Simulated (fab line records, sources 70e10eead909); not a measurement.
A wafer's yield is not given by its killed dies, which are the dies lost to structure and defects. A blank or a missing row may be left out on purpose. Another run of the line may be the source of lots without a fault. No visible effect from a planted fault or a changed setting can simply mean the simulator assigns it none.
fab line records | flow nand-harc
record: lots: 12 wafers: 35 last-day: 33
route steps=1302 shown A_SLIT@937 A_WL_FILL@954 END@1302
lots that met no fault: from a run of the same line without faults
start-h: hours from the record's first day to the start of the lot's first wafer shown | wait-h: time in hours since the lot's previous step | " same as the row above | L1.1+2: a row that stands for several wafers | - no value present, or no start provided | * or withheld: withheld | < > ~ a bound
route shown NAME@n: a module of which the file shows steps, and the number in the route of the first | usual: average and standard deviation across the fault-free wafers | same: alike in all rows | chamber/n: place in a boat | sites: the reading at each site | _std_site: the values' standard deviation | _edge_site: mean of outer sites minus mean of inner sites | radius-mm: for every site, how far away it sits from the centre of the wafer | mask NAME#n: copy n | behind: the tool/chamber that last shaped the wafer | hold: why the lot was held/for how many hours/how that ended | device: whichever transistor did not switch (one of n, p or np) | end of line: the same wafers' tests at the end of the route | a step given without rows: its recipe and nothing more | killed: at the first sort, the dies lost to defects and structure; wafer yield is something else | map: shows each die of a wafer: x if killed, . if not, _ if none is there
set.NAME: setting as actually run; set.NAME@STEP: the setting as run at that earlier step | model.NAME: the simulator's own value behind a step, which no gauge read
a sample of lots followed through the steps of the route, with each step as a table and each wafer as a row
services: when a tool's chamber went out of use (start-h, in hours from the record's first day, below 0 if earlier), for how many hours, and the reason
== steps ==
step: NHARC_A_SLIT_ETCH_24
recipe: target-depth-a: 1210 time-s: 60.5 cf4-flow-sccm: 100 chf3-flow-sccm: 30 ar-flow-sccm: 0 rf-w: 500 bias-w: 200 chemistry: CF4/CHF3
usual: cf4-flow-sccm: 100.03/0.3 drypump-motor-current-A: 5.6/0.45 mfc-ar-sccm: 0.005/0.0095 oes-product-au: 0.964/0.015 rf-vpp-V: 371.6/2 showerhead-plenum-p-Torr: 1.60/0.053 throttle-valve-pct: 16.802/0.0083
columns lot.wafer tool chamber start-h wait-h cf4-flow-sccm drypump-motor-current-A mfc-ar-sccm oes-product-au rf-hours-counter-h rf-vpp-V showerhead-plenum-p-Torr throttle-valve-pct
L601.4 rie-diel-10 1 449.11 0.1 100.03 6.0 0.015 0.961 2 371.0 1.56 16.813
L601.5 " 2 " " 99.50 5.4 0 0.973 - 374.6 1.67 16.815
L601.6 " 3 " " 99.91 5.8 0 0.982 - 371.9 1.62 16.801
L602.1 rie-diel-02 0 468.55 0.1 100.05 5.1 0 0.968 4 370.2 1.55 16.800
L602.2 " 1 " " 100.15 5.6 0 0.987 3 372.7 1.64 16.813
L602.6 " 0 " " 99.64 5.1 0 0.959 - 369.3 1.55 16.793
L607.2 rie-diel-10 1 511.96 0.1 99.61 6.0 0.015 0.982 6 371.8 1.56 16.799
L607.6 " 0 " " 99.82 5.4 0.034 0.924 - 370.2 1.55 16.807
L607.5 " 1 " " 99.86 6.0 0.015 0.961 - 370.7 1.56 16.803
L609.4 rie-diel-07 1 522.80 0.1 99.80 4.7 0.002 0.976 2 372.3 1.65 16.796
L609.1 " 3 " " 100.04 6.3 0 0.969 3 370.2 1.59 16.792
L609.6 " 1 " " 99.89 4.7 0.002 0.970 - 375.3 1.65 16.801
L610.2 rie-diel-10 0 557.93 0.1 99.70 5.4 0.034 0.955 7 370.6 1.55 16.798
L610.3 " 1 " " 99.86 6.0 0.015 0.948 9 370.3 1.56 16.803
L610.4 " 3 " " 99.96 5.8 0 0.982 10 372.5 1.62 16.813
L611.3 rie-diel-02 3 569.63 0.1 100.08 5.6 0 0.931 8 368.1 1.49 16.802
L611.1 " 2 " " 100.11 6.0 0.017 0.920 8 371.5 1.60 16.800
L615.2 rie-diel-02 2 592.24 0.1 99.81 6.1 0.017 0.973 0 371.7 1.60 16.807
L615.4 " 3 " " 100.26 5.6 0 0.981 0 368.2 1.49 16.814
L615.6 " 2 " " 99.75 6.1 0.017 0.958 - 372.6 1.60 16.816
L621.4 rie-diel-07 3 645.87 0.1 99.90 6.3 0 0.957 11 370.3 1.59 16.801
L621.1 " 1 " " 100.29 4.7 0.002 0.957 8 372.7 1.65 16.802
L621.5 " 2 " " 99.87 5.9 0 0.967 - 373.5 1.66 16.803
L620.2 rie-diel-02 1 646.79 0.1 100.03 5.6 0 0.938 3 372.8 1.64 16.803
L620.3 " 2 " " 100.07 6.1 0.017 0.975 4 371.0 1.60 16.796
L620.6 " 1 " " 100.19 5.6 0 0.948 - 372.2 1.64 16.795
L622.1 rie-diel-07 1 657.92 0.1 100.25 4.7 0.002 0.964 0 372.5 1.65 16.803
L622.3 " 2 " " 99.81 5.9 0 0.975 0 373.5 1.66 16.807
L622.4 " 0 " " 100.06 5.5 0.003 0.958 0 369.2 1.55 16.779
L623.1 rie-diel-10 0 664.58 0.1 100.13 5.4 0.034 0.963 2 368.4 1.55 16.807
L623.3 " 3 " " 99.97 5.8 0 0.964 2 373.1 1.62 16.812
L623.6 " 0 " " 100.27 5.3 0.034 0.966 - 368.3 1.55 16.810
L624.4 rie-diel-10 1 678.47 0.1 100.18 6.0 0.015 0.969 3 370.4 1.56 16.801
L624.2 " 3 " " 100.26 5.8 0 0.980 3 370.8 1.62 16.802
L624.5 " 2 " " 100.47 5.5 0 0.947 - 374.7 1.67 16.798
step: NHARC_A_SLIT_ETCH_15
recipe: target-depth-a: 62000 over-etch-frac: 0.3 time-s: 1612 ion-energy-ev: 150 o2-flow-sccm: 400 cos-flow-sccm: 20 ar-flow-sccm: 0 rf-w: 500 bias-w: 300 chemistry: O2/COS
usual: drypump-motor-current-A: 5.7/0.43 mfc-ar-sccm: 0.005/0.0099 oes-product-au: 0.997/0.01 rf-vpp-V: 314.9/1.7 showerhead-plenum-p-Torr: 3.17/0.1 throttle-valve-pct: 28.331/0.0094
columns lot.wafer tool chamber start-h wait-h drypump-motor-current-A mfc-ar-sccm oes-product-au rf-hours-counter-h rf-vpp-V showerhead-plenum-p-Torr throttle-valve-pct
L601.4 rie-diel-10 1 - - 6.0 0.015 1.004 2 314.5 3.10 28.338
L601.6 " 3 " " 5.8 0 1.016 - 314.7 3.21 28.337
L601.5 " 0 " " 5.4 0.034 1.001 - 313.5 3.08 28.317
L602.2 rie-diel-02 1 - - 5.6 0 1.007 3 316.4 3.26 28.335
L602.1 " 3 " " 5.6 0 0.995 5 311.7 2.97 28.334
L602.6 " 2 " " 6.1 0.017 0.991 - 315.9 3.19 28.334
L607.2 rie-diel-10 0 - - 5.4 0.034 1.002 5 314.9 3.08 28.315
L607.6 " 3 " " 5.8 0 1.004 - 316.4 3.21 28.326
L607.5 " 0 " " 5.4 0.034 1.007 - 313.6 3.08 28.338
L609.4 rie-diel-07 0 - - 5.5 0.003 1.004 2 314.4 3.08 28.329
L609.1 " 1 " " 4.7 0.002 1.002 2 317.0 3.28 28.323
L609.6 " 0 " " 5.5 0.003 0.994 - 314.0 3.08 28.336
L610.4 rie-diel-10 1 - - 6.0 0.015 0.997 9 313.6 3.09 28.335
L610.3 " 2 " " 5.5 0 1.011 10 316.4 3.32 28.336
L610.2 " 3 " " 5.8 0 1.019 10 316.9 3.21 28.335
L611.1 rie-diel-02 3 - - 5.6 0 1.010 9 311.1 2.97 28.331
L611.3 " 0 " " 5.1 0 0.991 8 312.3 3.07 28.329
L615.4 rie-diel-02 3 - - 5.6 0 1.010 1 311.8 2.96 28.330
L615.2 " 1 " " 5.6 0 0.991 1 314.4 3.26 28.344
L615.6 " 0 " " 5.2 0 0.985 - 314.7 3.07 28.346
L621.1 rie-diel-07 3 - - 6.3 0 0.988 11 315.3 3.15 28.341
L621.4 " 2 " " 5.9 0 0.995 11 318.1 3.30 28.329
L621.5 " 3 " " 6.3 0 0.981 - 316.0 3.15 28.314
L620.3 rie-diel-02 0 - - 5.1 0 0.989 6 312.5 3.07 28.346
L620.2 " 3 " " 5.6 0 1.016 5 313.0 2.96 28.330
L620.6 " 0 " " 5.1 0 0.987 - 313.1 3.07 28.318
L622.4 rie-diel-07 1 - - 4.7 0.002 0.996 0 317.1 3.28 28.323
L622.3 " 2 " " 5.9 0 0.994 0 318.1 3.30 28.327
L622.1 " 0 " " 5.5 0.003 1.001 0 312.7 3.07 28.323
L623.3 rie-diel-10 2 - - 5.5 0 0.994 2 316.7 3.31 28.348
L623.1 " 3 " " 5.8 0 1.000 2 317.3 3.21 28.348
L623.6 " 2 " " 5.5 0 0.995 - 316.2 3.31 28.334
L624.2 rie-diel-10 0 - - 5.4 0.034 0.994 3 312.3 3.08 28.338
L624.4 " 2 " " 5.5 0 0.993 3 318.8 3.31 28.336
L624.5 " 0 " " 5.4 0.034 0.989 - 312.7 3.08 28.341
step: NHARC_A_WL_FILL_ALD_02
recipe: target-thk-a: 20 pulse-time-s: 3 ald-cycles: 100 temp-c: 450 material: TiN
usual: ald-cycles: 100/0 heater-power-w: 1132/100 precursor-pulse-height-rel: 1.002/0.018 susceptor-temp-C: 450.04/0.25
columns lot.wafer tool chamber start-h wait-h ald-cycles heater-power-w precursor-pulse-height-rel susceptor-temp-C
L601.4 ald-metal-01 2 465.15 0.2 100 1171 1.013 450.16
L601.5 " 0 " " 100 1192 1.017 450.09
L601.6 " 1 " " 100 961 1.031 449.51
L602.2 ald-metal-03 0 483.56 0.2 100 1113 1.035 -
L602.1 " 1 " " 100 1053 1.013 -
L602.6 " 2 " " 100 1049 1.005 -
L607.2 ald-metal-04 2 526.50 0.2 100 1087 1.005 450.31
L607.5 " 0 " " 100 1266 1.023 450.23
L607.6 " 1 " " 100 1216 1.022 450.14
L609.4 ald-metal-03 3 538.19 0.2 100 980 0.986 449.77
L609.1 " 0 " " 100 1088 0.961 450.31
L609.6 " 2 " " 100 1057 0.986 450.29
L610.2 ald-metal-04 3 575.04 0.2 103 991 0.999 450.29
L610.4 " 0 " " 100 1242 1.014 450.20
L610.3 " 1 " " 103 1235 1.040 449.76
L611.1 ald-metal-04 2 583.62 0.2 100 1085 1.018 450.20
L611.3 " 3 " " 103 995 1.041 450.12
L615.2 ald-metal-04 3 605.75 0.2 103 1025 0.979 450.23
L615.4 " 2 " " 100 1072 0.991 450.14
L615.6 " 3 " " 100 976 1.023 450.10
L621.4 ald-metal-03 3 657.98 0.2 100 952 0.985 450.24
L621.1 " 0 " " 100 1124 0.998 450.22
L621.5 " 1 " " 100 1120 1.002 450.19
L620.2 ald-metal-04 0 662.13 0.2 100 1266 1.027 450.13
L620.3 " 1 " " 100 1263 1.000 449.98
L620.6 " 1 " " 100 1258 1.030 450.38
L622.3 ald-metal-04 0 671.41 0.1 100 1218 1.006 449.87
L622.1 " 2 " " 100 1106 0.990 450.12
L622.4 " 3 " " 100 1012 0.992 450.29
L623.1 ald-metal-04 1 678.11 0.2 100 1283 1.023 449.90
L623.3 " 3 " " 100 1020 0.994 450.16
L623.6 " 1 " " 100 1270 1.008 450.30
L624.4 ald-metal-04 3 692.38 0.1 100 997 0.997 450.46
L624.2 " 1 " " 100 1240 1.005 449.52
L624.5 " 0 " " 100 1209 1.016 449.88
step: NHARC_A_WL_FILL_STRIP_27
recipe: power-w: 1500 temp-c: 250 time-s: 20 chemistry: N2/H2
usual: drypump-motor-current-A: 5.3/0.33 heater-power-w: 332/54
columns lot.wafer tool chamber start-h wait-h drypump-motor-current-A heater-power-w rf-hours-counter-h
L601.4 plasma-asher-01 1 466.58 0.2 5.7 312 -
L601.5 " 1 " " 5.7 315 -
L601.6 " 0 " " 5.2 412 -
L602.2 plasma-asher-02 1 484.67 0.1 4.8 266 11
L602.1 " 0 " " 5.4 319 11
L602.6 " 1 " " 4.8 272 -
L607.2 plasma-asher-01 1 529.39 1.9 5.7 311 1
L607.6 " 1 " " 5.7 311 -
L607.5 " 0 " " 5.2 416 -
L609.1 plasma-asher-01 0 539.30 0.1 5.3 402 2
L609.4 " 1 " " 5.8 319 -
L609.6 " 1 " " 5.7 318 -
L610.2 plasma-asher-01 1 576.20 0.1 5.7 320 13
L610.4 " 1 " " 5.7 307 -
L610.3 " 0 " " 5.2 399 -
L611.1 plasma-asher-02 1 584.79 0.1 4.8 264 30
L611.3 " 1 " " 4.8 277 -
L615.2 plasma-asher-01 1 607.11 0.3 5.7 318 20
L615.4 " 0 " " 5.2 415 -
L615.6 " 1 " " 5.7 316 -
L621.1 plasma-asher-01 0 659.12 0.1 5.3 413 30
L621.4 " 0 " " 5.2 405 -
L621.5 " 0 " " 5.2 402 -
L620.2 plasma-asher-02 1 663.49 0.3 4.8 259 10
L620.3 " 1 " " 4.8 256 -
L620.6 " 0 " " 5.5 310 -
L622.1 plasma-asher-01 0 672.60 0.1 5.2 392 34
L622.4 " 0 " " 5.3 419 -
L622.3 " 1 " " 5.7 308 -
L623.1 plasma-asher-01 0 679.29 0.1 5.2 419 35
L623.3 " 0 " " 5.2 422 -
L623.6 " 1 " " 5.7 313 -
L624.2 plasma-asher-01 0 693.60 0.1 5.2 401 38
L624.4 " 1 " " 5.8 311 -
L624.5 " 1 " " 5.7 314 -
step: NHARC_END_SORT_01
recipe: temp-c: 25
usual: killed-at-array: 55/20 killed-at-other: 1.2/1.3 killed-at-periphery: 4.0/3 killed-dies: 60/21 killed-open: 3.2/1.9 killed-short: 2.5/1.6
same: gross-dies: 677
columns lot.wafer tool chamber start-h wait-h killed-at-array killed-at-other killed-at-periphery killed-dies killed-open killed-short
L611.1 prober-02 0 684.69 2.5 30 2 5 37 3 5
L611.3 prober-02 0 686.30 3.1 21 2 3 26 3 1
L610.3 prober-01 0 694.07 3.1 50 6 2 58 4 0
L621.1 prober-01 0 753.78 2.5 53 0 6 59 5 4
L621.4 prober-01 0 756.18 3.4 45 1 3 49 11 2
L621.5 prober-01 0 756.98 3.7 44 0 4 48 3 4
killed by level:class
L611.1 A_CHANNEL_HOLE_D2:chamber-film-flake=7 A_CHANNEL_HOLE_D1:chamber-film-flake=5 A_CONTACT:chamber-film-flake=4 A_CHANNEL_FILL_D1:geometric-particle:short=3 A_STAIRCASE:chamber-film-flake=3 A_SLIT:chamber-film-flake=3 A_WL_FILL:geometric-particle:short=2 P_STI:chamber-film-flake=2
L611.3 A_CHANNEL_HOLE_D1:chamber-film-flake=4 A_CHANNEL_HOLE_D2:chamber-film-flake=4 A_CONTACT:chamber-film-flake=4 A_SLIT:chamber-film-flake=3 P_STI:chamber-film-flake=2 A_STAIRCASE:chamber-film-flake=2 THIN_TSV:chamber-film-flake=2 A_CHANNEL_FILL_D1:geometric-particle:open=1
L610.3 A_SLIT:chamber-film-flake=24 THIN_TSV:chamber-film-flake=6 A_CHANNEL_HOLE_D1:chamber-film-flake=5 A_STAIRCASE:chamber-film-flake=5 A_CHANNEL_HOLE_D2:chamber-film-flake=4 A_M0:geometric-particle:open=2 A_CHANNEL_FILL_D1:chamber-film-flake=2 A_WL_FILL:chamber-film-flake=2
L621.1 A_CHANNEL_HOLE_D2:chamber-film-flake=26 A_CHANNEL_HOLE_D1:chamber-film-flake=12 A_SLIT:chamber-film-flake=4 P_CONTACT:chamber-film-flake=3 A_ONON_D1:geometric-particle:open=2 A_CONTACT:chamber-film-flake=2 P_GATE:geometric-particle:open=1 P_M1:geometric-particle:short=1
L621.4 A_CHANNEL_HOLE_D2:chamber-film-flake=11 A_CHANNEL_HOLE_D1:chamber-film-flake=10 A_SLIT:chamber-film-flake=6 A_CHANNEL_FILL_D1:geometric-particle:open=3 A_CONTACT:chamber-film-flake=3 A_ONON_D2:geometric-particle:open=2 A_WL_FILL:geometric-particle:open=2 P_M2:chamber-film-flake=2
L621.5 A_CHANNEL_HOLE_D2:chamber-film-flake=16 A_SLIT:chamber-film-flake=9 A_CHANNEL_HOLE_D1:chamber-film-flake=6 A_CONTACT:chamber-film-flake=5 A_M0:geometric-particle:short=2 P_M2:chamber-film-flake=2 A_ONON_D1:geometric-particle:short=1 A_CHANNEL_FILL_D1:geometric-particle:open=1
== services ==
columns tool chamber start-h hours kind
plasma-asher-02 - 426.12 9.0 pm
ald-metal-03 - 447.01 2.0 repair
rie-diel-07 - 471.20 9.0 pm
ald-metal-04 - 474.00 10.0 pm
rie-diel-10 0 502.17 7.8 repair
ald-metal-03 0 502.85 3.8 repair
plasma-asher-01 - 519.83 9.0 pm
plasma-asher-02 - 525.44 23.7 repair
rie-diel-10 - 528.91 1.1 repair
rie-diel-10 0 537.64 14.2 repair
rie-diel-07 - 545.23 0.9 repair
rie-diel-02 2 557.33 5.3 repair
ald-metal-03 - 568.00 10.0 pm
rie-diel-02 - 571.02 9.0 pm
rie-diel-07 - 575.47 1.3 repair
ald-metal-04 0 584.96 3.0 repair
rie-diel-10 - 596.50 9.0 pm
plasma-asher-02 - 603.12 9.0 pm
rie-diel-10 - 608.18 0.7 repair
rie-diel-02 1 628.68 13.2 repair
rie-diel-07 - 648.20 9.0 pm
ald-metal-04 - 652.00 10.0 pm
rie-diel-07 1 669.26 29.5 repair
rie-diel-02 3 677.17 7.0 repair
== key ==
first-sign: step: NHARC_A_WL_FILL_ALD_02 reading: ald-cycles direction: up sigmas: 99+ usual: 100 struck: 103
effect none on later readings
met-at NHARC_A_WL_FILL_ALD_02
struck-lots L610,L611,L615
struck-wafers L610.2,L610.3,L611.3,L615.2
tester-left-out L610,L611,L615
not-acting-at NHARC_A_SLIT_ETCH_24,NHARC_A_SLIT_ETCH_15,NHARC_A_WL_FILL_STRIP_27
onset-between 526.50 575.04
fault: kind: process-parameter-drift tool: ald-metal-04 chamber: - onset-h: 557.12 steps: NHARC_A_WL_FILL_ALD_02 channel: ald-cycles offset: 3 shape: step end-h: 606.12 scope: struck-wafers-only acts-in: these-recipes-only stated: 100
tester-left-out: of these lots the tester's yield and bins aren't shown, on N5 and GAA mostly nor the transistor test; their killed dies are dies lost to structure and defects alone, not to doping, threshold or leakage, so they don't give the yield
